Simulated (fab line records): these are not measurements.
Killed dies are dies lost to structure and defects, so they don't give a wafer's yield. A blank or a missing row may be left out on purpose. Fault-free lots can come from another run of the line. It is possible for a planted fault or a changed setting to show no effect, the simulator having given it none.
The tool behind it: which one? || flow n5Finfet || Sampling: 11 lots, 32 wafers, 4 of 1938 route steps

== WHAT THE GAUGES SHOWED, per wafer ==
The record lacks any reading of a measuring or inspecting step that a usual standard deviation could be used to judge.

== WHAT TOOL EACH LOT RAN ON (gives the tool, then ch and the chambers of the sampled wafers, and finally the start) ==
{"lot": "L472", "N5_BEOL_M7_ETCH_65": "rieDiel-02 ch 0,1, day 9 04:42", "N5_BEOL_M7_CVD_78": "cvdCo-01 ch 0,1, day 9 07:55", "N5_BEOL_M7_CMP_52": "cmp-04 ch 0,3, day 9 08:56", "N5_BEOL_M7_DEP_56": "pecvd-03 ch 0,1, day 9 09:17"}
{"lot": "L473", "N5_BEOL_M7_ETCH_65": "rieDiel-05 ch 0,2,3, day 9 21:35", "N5_BEOL_M7_CVD_78": "cvdCo-02 ch 0,1,2, day 9 23:10", "N5_BEOL_M7_CMP_52": "cmp-03 ch 0,2,3, day 10 00:01", "N5_BEOL_M7_DEP_56": "pecvd-04 ch 0,1, day 10 00:20"}
{"lot": "L471", "N5_BEOL_M7_ETCH_65": "rieDiel-06 ch 0,1,2, day 10 04:57", "N5_BEOL_M7_CVD_78": "cvdCo-02 ch 1,2, day 10 08:10", "N5_BEOL_M7_CMP_52": "cmp-04 ch 1,3, day 10 08:47", "N5_BEOL_M7_DEP_56": "pecvd-04 ch 0,1, day 10 09:10"}
{"lot": "L475", "N5_BEOL_M7_ETCH_65": "rieDiel-02 ch 0,1,3, day 10 10:56", "N5_BEOL_M7_CVD_78": "cvdCo-02 ch 1,2, day 10 13:42", "N5_BEOL_M7_CMP_52": "cmp-01 ch 0,1,3, day 10 14:26", "N5_BEOL_M7_DEP_56": "pecvd-03 ch 1,2, day 10 14:45"}
{"lot": "L478", "N5_BEOL_M7_ETCH_65": "rieDiel-06 ch 2,3, day 11 15:10", "N5_BEOL_M7_CVD_78": "cvdCo-01 ch 0,1, day 11 16:52", "N5_BEOL_M7_CMP_52": "cmp-03 ch 0,2, day 11 18:33", "N5_BEOL_M7_DEP_56": "pecvd-02 ch 1,2, day 11 18:52"}
{"lot": "L481", "N5_BEOL_M7_ETCH_65": "rieDiel-06 ch 2,3, day 12 08:38", "N5_BEOL_M7_CVD_78": "cvdCo-01 ch 0,1, day 12 10:19", "N5_BEOL_M7_CMP_52": "cmp-04 ch 0,3, day 12 11:00", "N5_BEOL_M7_DEP_56": "pecvd-03 ch 1,2, day 12 11:20"}
{"lot": "L483", "N5_BEOL_M7_ETCH_65": "rieDiel-02 ch 1,2,3, day 12 15:44", "N5_BEOL_M7_CVD_78": "cvdCo-01 ch 0,1, day 12 17:24", "N5_BEOL_M7_CMP_52": "cmp-04 ch 0,2, day 12 18:27", "N5_BEOL_M7_DEP_56": "pecvd-03 ch 1,2, day 12 18:46"}
{"lot": "L485", "N5_BEOL_M7_ETCH_65": "rieDiel-06 ch 0,1,2, day 13 05:46", "N5_BEOL_M7_CVD_78": "cvdCo-02 ch 0,1,2, day 13 11:05", "N5_BEOL_M7_CMP_52": "cmp-04 ch 0,1,2, day 13 11:47", "N5_BEOL_M7_DEP_56": "pecvd-02 ch 0,1,2, day 13 12:09"}
{"lot": "L489", "N5_BEOL_M7_ETCH_65": "rieDiel-05 ch 1,2, day 14 00:42", "N5_BEOL_M7_CVD_78": "cvdCo-02 ch 0,1,2, day 14 03:34", "N5_BEOL_M7_CMP_52": "cmp-03 ch 0,2,3, day 14 04:16", "N5_BEOL_M7_DEP_56": "pecvd-04 ch 1,2, day 14 04:37"}
{"lot": "L491", "N5_BEOL_M7_ETCH_65": "rieDiel-06 ch 0,1,2, day 14 15:29", "N5_BEOL_M7_CVD_78": "cvdCo-02 ch 1,2, day 14 18:32", "N5_BEOL_M7_CMP_52": "cmp-01 ch 0,2,3, day 14 19:35", "N5_BEOL_M7_DEP_56": "pecvd-02 ch 0,1,2, day 14 19:53"}
{"lot": "L492", "N5_BEOL_M7_ETCH_65": "rieDiel-02 ch 1,2,3, day 14 21:57", "N5_BEOL_M7_CVD_78": "cvdCo-02 ch 0,2, day 14 23:29", "N5_BEOL_M7_CMP_52": "cmp-03 ch 0,1,3, day 15 00:23", "N5_BEOL_M7_DEP_56": "pecvd-03 ch 0,1,2, day 15 00:44"}
- N5_BEOL_M7_ETCH_65: etches SiARC in CF4, target depth 15.6 nm, time 26 s.
- N5_BEOL_M7_CVD_78: deposits Co from CCTBA/H2, target thk 2 nm, time 142.3 s.
- N5_BEOL_M7_CMP_52: polishes, stops on SiCOH lowk, t overpolish 6.9 s, target thk 80 nm.
- N5_BEOL_M7_DEP_56: deposits SiCN from 3MS/NH3, target thk 10 nm, time 17.5 s.

== AS READ BY THE TOOLS THEMSELVES (means over the sampled wafers that have a number; for cases with no such wafer, the mark the record gives instead) ==
N5_BEOL_M7_ETCH_65.
{"lot": "L472", "tool": "rieDiel-02", "biasW (W)": 35.96, "chamberPressureMTorr (mTorr)": 39.98, "drypumpMotorCurrentA (A)": 5.2, "etchRfOnTimeS (s)": 25.5, "oesProductAu (a.u.)": 0.74, "rfVppV (V)": 184.6, "showerheadPlenumPTorr (Torr)": 2.26, "throttleValvePct (%)": 15.73}
{"lot": "L473", "tool": "rieDiel-05", "biasW (W)": 35.97, "chamberPressureMTorr (mTorr)": 39.98, "drypumpMotorCurrentA (A)": 5.6, "etchRfOnTimeS (s)": 25.7, "oesProductAu (a.u.)": 0.75, "rfVppV (V)": 184.2, "showerheadPlenumPTorr (Torr)": 2.17, "throttleValvePct (%)": 15.52}
{"lot": "L471", "tool": "rieDiel-06", "biasW (W)": 36.06, "chamberPressureMTorr (mTorr)": 40.00, "drypumpMotorCurrentA (A)": 5.9, "etchRfOnTimeS (s)": 26.3, "oesProductAu (a.u.)": 0.66, "rfVppV (V)": 184.1, "showerheadPlenumPTorr (Torr)": 2.12, "throttleValvePct (%)": 15.57}
{"lot": "L475", "tool": "rieDiel-02", "biasW (W)": 36.01, "chamberPressureMTorr (mTorr)": 39.97, "drypumpMotorCurrentA (A)": 5.7, "etchRfOnTimeS (s)": 25.5, "oesProductAu (a.u.)": 0.72, "rfVppV (V)": 185.7, "showerheadPlenumPTorr (Torr)": 2.22, "throttleValvePct (%)": 15.59}
{"lot": "L478", "tool": "rieDiel-06", "biasW (W)": 35.90, "chamberPressureMTorr (mTorr)": 40.00, "drypumpMotorCurrentA (A)": 6.5, "etchRfOnTimeS (s)": 25.9, "oesProductAu (a.u.)": 0.68, "rfVppV (V)": 183.7, "showerheadPlenumPTorr (Torr)": 2.09, "throttleValvePct (%)": 15.66}
{"lot": "L481", "tool": "rieDiel-06", "biasW (W)": 36.03, "chamberPressureMTorr (mTorr)": 40.03, "drypumpMotorCurrentA (A)": 6.5, "etchRfOnTimeS (s)": 26.1, "oesProductAu (a.u.)": 0.66, "rfVppV (V)": 182.6, "showerheadPlenumPTorr (Torr)": 2.10, "throttleValvePct (%)": 15.70}
{"lot": "L483", "tool": "rieDiel-02", "biasW (W)": 36.03, "chamberPressureMTorr (mTorr)": 39.97, "drypumpMotorCurrentA (A)": 5.7, "etchRfOnTimeS (s)": 26.2, "oesProductAu (a.u.)": 0.68, "rfVppV (V)": 184.1, "showerheadPlenumPTorr (Torr)": 2.15, "throttleValvePct (%)": 15.51}
{"lot": "L485", "tool": "rieDiel-06", "biasW (W)": 35.99, "chamberPressureMTorr (mTorr)": 40.02, "drypumpMotorCurrentA (A)": 5.9, "etchRfOnTimeS (s)": 26.3, "oesProductAu (a.u.)": 0.64, "rfVppV (V)": 184.2, "showerheadPlenumPTorr (Torr)": 2.11, "throttleValvePct (%)": 15.60}
{"lot": "L489", "tool": "rieDiel-05", "biasW (W)": 36.07, "chamberPressureMTorr (mTorr)": 40.03, "drypumpMotorCurrentA (A)": 5.7, "etchRfOnTimeS (s)": 25.9, "oesProductAu (a.u.)": 0.61, "rfVppV (V)": 184.3, "showerheadPlenumPTorr (Torr)": 2.18, "throttleValvePct (%)": 15.90}
{"lot": "L491", "tool": "rieDiel-06", "biasW (W)": 36.04, "chamberPressureMTorr (mTorr)": 39.99, "drypumpMotorCurrentA (A)": 5.9, "etchRfOnTimeS (s)": 26.4, "oesProductAu (a.u.)": 0.64, "rfVppV (V)": 184.0, "showerheadPlenumPTorr (Torr)": 2.11, "throttleValvePct (%)": 15.62}
{"lot": "L492", "tool": "rieDiel-02", "biasW (W)": 35.95, "chamberPressureMTorr (mTorr)": 40.02, "drypumpMotorCurrentA (A)": 5.7, "etchRfOnTimeS (s)": 26.0, "oesProductAu (a.u.)": 0.66, "rfVppV (V)": 184.0, "showerheadPlenumPTorr (Torr)": 2.14, "throttleValvePct (%)": 15.56}

N5_BEOL_M7_CVD_78.
{"lot": "L472", "tool": "cvdCo-01", "runLengthS (s)": 165.1}
{"lot": "L473", "tool": "cvdCo-02", "runLengthS (s)": 165.3}
{"lot": "L471", "tool": "cvdCo-02", "runLengthS (s)": 165.8}
{"lot": "L475", "tool": "cvdCo-02", "runLengthS (s)": 165.9}
{"lot": "L478", "tool": "cvdCo-01", "runLengthS (s)": 165.1}
{"lot": "L481", "tool": "cvdCo-01", "runLengthS (s)": 234.1}
{"lot": "L483", "tool": "cvdCo-01", "runLengthS (s)": 187.8}
{"lot": "L485", "tool": "cvdCo-02", "runLengthS (s)": 165.2}
{"lot": "L489", "tool": "cvdCo-02", "runLengthS (s)": 165.1}
{"lot": "L491", "tool": "cvdCo-02", "runLengthS (s)": 165.8}
{"lot": "L492", "tool": "cvdCo-02", "runLengthS (s)": 165.3}

N5_BEOL_M7_CMP_52.
{"lot": "L472", "tool": "cmp-04", "barrierFieldEndpointS (s)": 28.9, "motorCurrentA (A)": 5.7, "overpolishRunS (s)": 6.899, "slurryFilterDpKPa (kPa)": 13.61, "timeToEndpointS (s)": 62.3}
{"lot": "L473", "tool": "cmp-03", "barrierFieldEndpointS (s)": 28.7, "motorCurrentA (A)": 6.2, "overpolishRunS (s)": 6.905, "slurryFilterDpKPa (kPa)": 13.38, "timeToEndpointS (s)": 62.3}
{"lot": "L471", "tool": "cmp-04", "barrierFieldEndpointS (s)": 28.6, "motorCurrentA (A)": 6.5, "overpolishRunS (s)": 6.901, "slurryFilterDpKPa (kPa)": 13.57, "timeToEndpointS (s)": 63.3}
{"lot": "L475", "tool": "cmp-01", "barrierFieldEndpointS (s)": 28.9, "motorCurrentA (A)": 6.6, "overpolishRunS (s)": 6.900, "slurryFilterDpKPa (kPa)": 13.34, "timeToEndpointS (s)": 62.0}
{"lot": "L478", "tool": "cmp-03", "barrierFieldEndpointS (s)": 29.7, "motorCurrentA (A)": 5.9, "overpolishRunS (s)": 6.898, "slurryFilterDpKPa (kPa)": 13.46, "timeToEndpointS (s)": 65.2}
{"lot": "L481", "tool": "cmp-04", "barrierFieldEndpointS (s)": 29.2, "motorCurrentA (A)": 5.8, "overpolishRunS (s)": 6.897, "slurryFilterDpKPa (kPa)": 13.40, "timeToEndpointS (s)": 66.8}
{"lot": "L483", "tool": "cmp-04", "barrierFieldEndpointS (s)": 29.2, "motorCurrentA (A)": 5.7, "overpolishRunS (s)": 6.904, "slurryFilterDpKPa (kPa)": 13.43, "timeToEndpointS (s)": 65.0}
{"lot": "L485", "tool": "cmp-04", "barrierFieldEndpointS (s)": 29.3, "motorCurrentA (A)": 5.8, "overpolishRunS (s)": 6.901, "slurryFilterDpKPa (kPa)": 13.52, "timeToEndpointS (s)": 65.3}
{"lot": "L489", "tool": "cmp-03", "barrierFieldEndpointS (s)": 28.4, "motorCurrentA (A)": 6.1, "overpolishRunS (s)": 6.890, "slurryFilterDpKPa (kPa)": 13.58, "timeToEndpointS (s)": 62.2}
{"lot": "L491", "tool": "cmp-01", "barrierFieldEndpointS (s)": 28.6, "motorCurrentA (A)": 6.5, "overpolishRunS (s)": 6.896, "slurryFilterDpKPa (kPa)": 13.45, "timeToEndpointS (s)": 62.2}
{"lot": "L492", "tool": "cmp-03", "barrierFieldEndpointS (s)": 27.9, "motorCurrentA (A)": 6.0, "overpolishRunS (s)": 6.901, "slurryFilterDpKPa (kPa)": 13.55, "timeToEndpointS (s)": 58.4}

N5_BEOL_M7_DEP_56.
{"lot": "L472", "tool": "pecvd-03", "showerheadPlenumPTorr (Torr)": 3.657, "throttleValvePct (%)": 8.8}
{"lot": "L473", "tool": "pecvd-04", "showerheadPlenumPTorr (Torr)": 3.654, "throttleValvePct (%)": 9.5}
{"lot": "L471", "tool": "pecvd-04", "showerheadPlenumPTorr (Torr)": 3.656, "throttleValvePct (%)": 9.2}
{"lot": "L475", "tool": "pecvd-03", "showerheadPlenumPTorr (Torr)": 3.649, "throttleValvePct (%)": 8.7}
{"lot": "L478", "tool": "pecvd-02", "showerheadPlenumPTorr (Torr)": 3.677, "throttleValvePct (%)": 9.1}
{"lot": "L481", "tool": "pecvd-03", "showerheadPlenumPTorr (Torr)": 3.657, "throttleValvePct (%)": 8.6}
{"lot": "L483", "tool": "pecvd-03", "showerheadPlenumPTorr (Torr)": 3.663, "throttleValvePct (%)": 8.6}
{"lot": "L485", "tool": "pecvd-02", "showerheadPlenumPTorr (Torr)": 3.657, "throttleValvePct (%)": 9.0}
{"lot": "L489", "tool": "pecvd-04", "showerheadPlenumPTorr (Torr)": 3.663, "throttleValvePct (%)": 8.9}
{"lot": "L491", "tool": "pecvd-02", "showerheadPlenumPTorr (Torr)": 3.666, "throttleValvePct (%)": 9.1}
{"lot": "L492", "tool": "pecvd-03", "showerheadPlenumPTorr (Torr)": 3.661, "throttleValvePct (%)": 8.8}

== THE ANSWER, worked out from the rows above alone ==
Rule: what is usual is taken from the lots themselves. The widest of any qualifying gaps counts: lots, ordered by their means at a reading, are off when they make up no more than a third of the lots, leave a main group of 4 or more, and stand apart from it by 3 or more times the standard deviation of that group's means. A main group is skipped when, at the precision printed for the reading in the tables above, its means are all equal. A lot without any number at a reading at which 4 lots or more have one is off too. All remaining lots with rows at the step are treated as sound. After the gauges, taken in route order, come the tools' own readings; for these a lot's mean is taken, as printed above. At the first step where some lot is off, the reading lying furthest off is the one used; lots without a number count as furthest.
Off at N5_BEOL_M7_CVD_78 (runLengthS): L481, L483. The main group has a mean of 165.4 s with a standard deviation of 0.32.
If a tool, at that step or one of the process steps before it, ran each lot that is off and ran no sound lot following the first of them, it fits. One candidate fits, namely cvdCo-01 at N5_BEOL_M7_CVD_78. A fault onset in the window from L478 (day 11 16:52, its last sound lot) to L481 (day 12 10:19, its first lot off) fits.
The tool's own readings at N5_BEOL_M7_CVD_78 bear it out: on the lots that are off they differ by more than 5 times the standard deviation of the sound lots' means. runLengthS reads 210.9 s there against 165.4 s on the sound lots.

== WHAT HAD BEEN PUT IN BY THE SIMULATOR ==
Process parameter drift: cvdCo-01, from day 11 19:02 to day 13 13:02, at N5_BEOL_M7_CVD_78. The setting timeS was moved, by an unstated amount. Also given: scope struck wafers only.
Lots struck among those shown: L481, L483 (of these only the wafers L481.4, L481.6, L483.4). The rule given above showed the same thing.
